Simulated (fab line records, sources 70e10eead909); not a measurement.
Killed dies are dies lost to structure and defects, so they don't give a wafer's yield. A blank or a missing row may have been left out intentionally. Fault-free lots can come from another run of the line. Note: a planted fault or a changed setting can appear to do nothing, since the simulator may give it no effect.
Which tool did it? + flow nandHarc + route of 1302 steps, sampled at 1 step: 12 lots, 36 wafers

## WHAT THE GAUGES READ, wafer by wafer
NHARC_P_BONDPAD_THK_MEAS_20: measures by xrf.
| lot  | measured     | on           | thkNm (nm)        |
|------|--------------|--------------|-------------------|
| L075 | day 7 00:34  | filmMetro-01 | 161.5 161.4 159.1 |
| L077 | day 8 02:43  | filmMetro-02 | 164.0 161.2 160.4 |
| L079 | day 8 14:37  | filmMetro-02 | 164.3 162.5 160.7 |
| L081 | day 9 14:17  | filmMetro-01 | 161.9 161.0 161.7 |
| L084 | day 10 16:41 | filmMetro-01 | 161.9 157.1 157.2 |
| L085 | day 11 10:22 | filmMetro-02 | 160.7 163.0 163.4 |
| L087 | day 11 21:32 | filmMetro-01 | 161.7 162.5 159.9 |
| L089 | day 12 21:13 | filmMetro-01 | 158.8 161.9 161.3 |
| L091 | day 14 02:22 | filmMetro-01 | 158.9 161.4 161.5 |
| L093 | day 14 20:05 | filmMetro-01 | 162.1 160.7 162.3 |
| L096 | day 15 12:37 | filmMetro-01 | 161.8 161.0 159.2 |
| L097 | day 16 05:41 | filmMetro-01 | 164.8 161.1 162.3 |

## WHICH TOOL RAN EACH LOT (tool, then ch and the chambers of the sampled wafers, then the start)
No process step before these readings appears in the record.

## THE ANSWER, worked out from the rows above alone
Rule: the usual values come from the lots themselves. The widest of any qualifying gaps counts: lots, ordered by their means at a reading, are off when they make up no more than a third of the lots, leave a main group of 4 or more, and stand apart from it by 3 or more times the standard deviation of that group's means. Not used: any main group whose means are identical at the precision the tables above print for the reading. A lot without any number at a reading at which 4 lots or more have one is off too. Where the step has rows for the other lots, those lots are counted as sound.
Nothing can be told from this: no lot is off at any reading shown.

## WHAT THE SIMULATOR PUT IN
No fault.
